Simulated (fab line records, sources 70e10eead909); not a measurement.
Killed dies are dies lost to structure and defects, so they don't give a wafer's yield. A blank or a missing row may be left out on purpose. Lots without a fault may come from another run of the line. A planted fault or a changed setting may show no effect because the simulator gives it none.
Which tool did it? | flow nand_harc | 24 lots, 72 wafers sampled, at 2 steps of a route of 1302

WHAT THE GAUGES READ, wafer by wafer
NHARC_A_ZERO_WELL_CD_MEAS_10: target cd 2000 nm.
lot  | measured     | on        | cd_nm (nm)
L074 | day 6 16:30  | cd_sem-03 | 1998.1 1998.6 1999.5
L075 | day 7 08:29  | cd_sem-02 | 1996.9 1998.3 1997.2
L077 | day 8 00:13  | cd_sem-01 | 2000.8 2000.9 1999.6
L076 | day 8 02:33  | cd_sem-03 | 1998.0 1998.7 1999.0
L078 | day 8 11:40  | cd_sem-03 | 2001.4 2001.7 1999.8
L079 | day 9 00:15  | cd_sem-02 | 1999.6 1999.9 1998.8
L080 | day 9 05:26  | cd_sem-03 | 1998.5 2000.4 1998.1
L081 | day 9 10:08  | cd_sem-01 | 1998.9 2000.1 1999.9
L082 | day 10 06:55 | cd_sem-02 | 2001.4 2000.1 2000.1
L083 | day 10 07:53 | cd_sem-02 | 1998.9 2000.9 1996.6
L084 | day 11 00:27 | cd_sem-02 | 1998.8 1999.5 1999.4
L085 | day 11 13:55 | cd_sem-03 | 1999.6 1997.5 1998.4
L086 | day 11 22:01 | cd_sem-02 | 2001.3 2000.1 1998.3
L087 | day 12 21:26 | cd_sem-02 | 1997.8 1999.3 2000.9
L089 | day 12 22:25 | cd_sem-01 | 2000.7 2001.1 2000.7
L088 | day 12 23:23 | cd_sem-03 | 1997.7 1997.9 1996.9
L090 | day 13 12:28 | cd_sem-03 | 2001.0 2001.3 2000.4
L091 | day 13 22:03 | cd_sem-02 | 1997.3 1997.9 1999.5
L092 | day 14 04:05 | cd_sem-03 | 1999.0 2000.8 2002.6
L094 | day 14 19:37 | cd_sem-03 | 1999.2 1998.5 1998.8
L093 | day 14 20:35 | cd_sem-02 | 2001.9 2002.4 2000.3
L095 | day 15 08:18 | cd_sem-01 | 1998.7 1998.9 1999.1
L096 | day 15 21:08 | cd_sem-01 | 2002.2 2000.1 1999.1
L097 | day 16 10:44 | cd_sem-01 | 1999.2 1999.6 2000.6

WHICH TOOL RAN EACH LOT (tool, then ch and the chambers of the sampled wafers, then the start)
lot  | NHARC_P_BONDPAD_PVD_27
L074 | pvd_sputter-01, day 6 16:30 or earlier
L075 | pvd_sputter-01, day 7 08:29 or earlier
L077 | pvd_sputter-03, day 8 00:13 or earlier
L076 | pvd_sputter-01, day 8 02:33 or earlier
L078 | pvd_sputter-01, day 8 11:40 or earlier
L079 | pvd_sputter-02, day 9 00:15 or earlier
L080 | pvd_sputter-02, day 9 05:26 or earlier
L081 | pvd_sputter-02, day 9 10:08 or earlier
L082 | pvd_sputter-01, day 10 06:55 or earlier
L083 | pvd_sputter-02, day 10 07:53 or earlier
L084 | pvd_sputter-02, day 11 00:27 or earlier
L085 | pvd_sputter-02, day 11 13:55 or earlier
L086 | pvd_sputter-03, day 11 22:01 or earlier
L087 | pvd_sputter-01, day 12 21:26 or earlier
L089 | pvd_sputter-02, day 12 22:25 or earlier
L088 | pvd_sputter-03, day 12 23:23 or earlier
L090 | pvd_sputter-01, day 13 12:28 or earlier
L091 | pvd_sputter-01, day 13 22:03 or earlier
L092 | pvd_sputter-03, day 14 04:05 or earlier
L094 | pvd_sputter-01, day 14 19:37 or earlier
L093 | pvd_sputter-02, day 14 20:35 or earlier
L095 | pvd_sputter-03, day 15 08:18 or earlier
L096 | pvd_sputter-02, day 15 21:08 or earlier
L097 | pvd_sputter-01, day 16 10:44 or earlier
- NHARC_P_BONDPAD_PVD_27: deposits Cu, target thk 30 nm, time 20.49 s.

WHAT THE TOOLS THEMSELVES READ (means of the sampled wafers that have a number; where no wafer has one, the mark that the record gives instead)
NHARC_P_BONDPAD_PVD_27.
lot  | tool           | cathode_dc_power_W (W) | throttle_valve_pct (%)
L074 | pvd_sputter-01 | 4999.6                 | 30.9
L075 | pvd_sputter-01 | 5000.1                 | 30.2
L077 | pvd_sputter-03 | 5000.9                 | 29.4
L076 | pvd_sputter-01 | 4999.7                 | 29.5
L078 | pvd_sputter-01 | 4999.8                 | 30.2
L079 | pvd_sputter-02 | 4999.1                 | 29.7
L080 | pvd_sputter-02 | 4999.5                 | 29.8
L081 | pvd_sputter-02 | 4999.6                 | 30.8
L082 | pvd_sputter-01 | 5000.1                 | 30.5
L083 | pvd_sputter-02 | 4999.8                 | 28.9
L084 | pvd_sputter-02 | 5000.2                 | 30.7
L085 | pvd_sputter-02 | 5000.3                 | 30.5
L086 | pvd_sputter-03 | 5000.4                 | 29.4
L087 | pvd_sputter-01 | 5000.8                 | 29.9
L089 | pvd_sputter-02 | 5000.1                 | 30.7
L088 | pvd_sputter-03 | 5000.0                 | 29.5
L090 | pvd_sputter-01 | 4999.4                 | 31.0
L091 | pvd_sputter-01 | 5001.0                 | 31.0
L092 | pvd_sputter-03 | 5000.1                 | 29.4
L094 | pvd_sputter-01 | 5000.1                 | 30.3
L093 | pvd_sputter-02 | 5000.1                 | 30.2
L095 | pvd_sputter-03 | 5000.0                 | 29.5
L096 | pvd_sputter-02 | 5000.9                 | 30.3
L097 | pvd_sputter-01 | 5000.2                 | 30.9

THE ANSWER, worked out from the rows above alone
Rule: what is usual is taken from the lots themselves. Put in order of their means at a reading, lots are off if they are a third of the lots or fewer, leave a main group of 4 or more, and stand apart from it by a gap of 3 or more times the standard deviation of the main group's means; of several such gaps the widest counts. A main group whose means are all the same, to the digits that the tables above print for the reading, isn't used. A lot without any number at a reading at which 4 lots or more have one is off too. The other lots that the step has rows for count as sound. The gauges are gone through in route order, then the tools' own readings, and for those a lot's mean is taken as printed above. The first step at which some lot is off is used, and at that step the reading that is off furthest; a lot without a number counts as furthest.
No lot is off at any reading shown: from this, nothing can be told.

WHAT THE SIMULATOR HAD PUT IN
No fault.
